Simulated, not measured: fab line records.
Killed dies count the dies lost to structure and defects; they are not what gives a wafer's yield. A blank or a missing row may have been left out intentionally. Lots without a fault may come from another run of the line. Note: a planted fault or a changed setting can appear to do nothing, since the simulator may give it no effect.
Chamber matching | flow nand-harc | rie-diel-07 running NHARC_A_STAIRCASE_STRIP_476: 4 sister chambers
The step strips in O2, time 20 s. 8 wafers are shown with their chamber, then 8 later ones without.

EACH WAFER AND ITS CHAMBER
wafer  | chamber | drypump-motor-current-A (A) | showerhead-plenum-p-Torr (Torr)
L887.3 | 0       | 6.3                         | 3.37
L887.4 | 1       | 5.9                         | 3.47
L887.5 | 1       | 5.9                         | 3.47
L893.1 | 3       | 5.0                         | 3.62
L894.1 | 2       | 6.2                         | 3.64
L894.3 | 0       | 6.3                         | 3.36
L894.6 | 3       | 4.9                         | 3.62
L895.3 | 2       | 6.2                         | 3.64

WAFERS WHOSE CHAMBER IS MISSING
wafer  | drypump-motor-current-A (A) | showerhead-plenum-p-Torr (Torr)
L895.4 | 6.3                         | 3.36
L895.5 | 4.9                         | 3.61
L896.2 | 6.3                         | 3.36
L896.3 | 5.0                         | 3.61
L896.6 | 5.9                         | 3.46
L898.3 | 4.9                         | 3.61
L898.4 | 5.9                         | 3.45
L898.5 | 4.9                         | 3.61

EACH ONE'S CHAMBER
wafer  | from the rows above | in truth
L895.4 | 0                   | 0
L895.5 | 3                   | 3
L896.2 | 0                   | 0
L896.3 | 3                   | 3
L896.6 | 1                   | 1
L898.3 | 3                   | 3
L898.4 | 1                   | 1
L898.5 | 3                   | 3
8 of 8 placed correctly. Left unplaced by these rows: 0. Wrongly placed: 0.
How it was worked out, from the rows above alone: a wafer's distance from a chamber is the root of the sum, over the readings, of the square of ((its reading less the chamber's mean) divided by the reading's scatter). The wafer belongs to the nearest chamber; if the next one is less than 2 further off, it can't be placed. The mean given for a chamber averages the wafers shown for that chamber. The scatter is the square root of a quotient: the sum, over the shown wafers, of each reading's squared deviation from its chamber's mean, divided by wafers minus chambers.
